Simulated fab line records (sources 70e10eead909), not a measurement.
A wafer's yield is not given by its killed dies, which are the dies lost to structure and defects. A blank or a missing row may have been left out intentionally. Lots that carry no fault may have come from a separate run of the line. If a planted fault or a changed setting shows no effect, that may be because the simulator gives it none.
The tool behind it: which one? / flow nand-harc / Sampling: 6 lots, 18 wafers, 4 of 1302 route steps

== WHAT THE GAUGES READ, wafer by wafer ==
NHARC_END_SORT_01.
lot=L601; measured=day 24 22:21; on=prober-02; killed-dies=30 43 42
lot=L611; measured=day 28 21:36; on=prober-01; killed-dies=94 163 193
lot=L616; measured=day 30 22:01; on=prober-01; killed-dies=73 68 84
lot=L618; measured=day 31 17:18; on=prober-02; killed-dies=36 42 28
lot=L620; measured=day 33 01:31; on=prober-01; killed-dies=48 48 30
lot=L622; measured=day 33 14:22; on=prober-02; killed-dies=50 53 57

== TOOL THAT RAN EACH LOT (tool first, then ch and the chambers of the sampled wafers, then the start) ==
lot=L601; NHARC_A_M1_STRIP_18=rie-diel-10 ch 0,1,2, day 23 08:31; NHARC_THIN_TSV_CMP_21=cmp-03 ch 1,2,3, day 24 09:40; NHARC_THIN_TSV_DESCUM_35=rie-diel-07 ch 0,2,3, day 24 11:26
lot=L611; NHARC_A_M1_STRIP_18=rie-diel-10 ch 0,2, day 27 06:31; NHARC_THIN_TSV_CMP_21=cmp-03 ch 0,1,2, day 28 11:18; NHARC_THIN_TSV_DESCUM_35=rie-diel-09 ch 2,3, day 28 13:00
lot=L616; NHARC_A_M1_STRIP_18=rie-diel-06 ch 1,3, day 29 08:20; NHARC_THIN_TSV_CMP_21=cmp-03 ch 1,2,3, day 30 11:22; NHARC_THIN_TSV_DESCUM_35=rie-diel-05 ch 0,3, day 30 13:04
lot=L618; NHARC_A_M1_STRIP_18=rie-diel-10 ch 0,2,3, day 30 09:08; NHARC_THIN_TSV_CMP_21=cmp-01 ch 0,3, day 31 07:48; NHARC_THIN_TSV_DESCUM_35=rie-diel-09 ch 0,1,3, day 31 09:32
lot=L620; NHARC_A_M1_STRIP_18=rie-diel-06 ch 0,2,3, day 31 01:17; NHARC_THIN_TSV_CMP_21=cmp-02 ch 0,2,3, day 32 09:09; NHARC_THIN_TSV_DESCUM_35=rie-diel-05 ch 2,3, day 32 10:51
lot=L622; NHARC_A_M1_STRIP_18=rie-diel-10 ch 1,2,3, day 32 00:05; NHARC_THIN_TSV_CMP_21=cmp-01 ch 1,3, day 33 00:46; NHARC_THIN_TSV_DESCUM_35=rie-diel-07 ch 0,1,2, day 33 02:34
- NHARC_A_M1_STRIP_18: strips in N2/H2.
- NHARC_THIN_TSV_CMP_21: polishes, t overpolish 30 s, target thk 2000 nm.
- NHARC_THIN_TSV_DESCUM_35: chemistry O2, time 3 s.

== THE ANSWER, worked out from the rows above alone ==
Rule: usual is defined by the lots themselves. Put in order of their means at a reading, lots are off if they are a third of the lots or fewer, leave a main group of 4 or more, and stand apart from it by a gap of 3 or more times the standard deviation of the main group's means; of several such gaps the widest counts. A main group whose means are all the same, to the digits that the tables above print for the reading, isn't used. Also off: a lot with no number at a reading for which 4 or more lots have one. Any other lot the step has rows for is counted as sound.
Off at NHARC_END_SORT_01 (killed-dies): L611. Main group: mean 49, sd 14.
A tool fits if, at a process step before that reading, it ran every lot that is off, and no sound lot after the first of them. The gauges at NHARC_END_SORT_01 are tried like those tools. Of those tried, none fits.

== WHAT WAS PUT IN BY THE SIMULATOR ==
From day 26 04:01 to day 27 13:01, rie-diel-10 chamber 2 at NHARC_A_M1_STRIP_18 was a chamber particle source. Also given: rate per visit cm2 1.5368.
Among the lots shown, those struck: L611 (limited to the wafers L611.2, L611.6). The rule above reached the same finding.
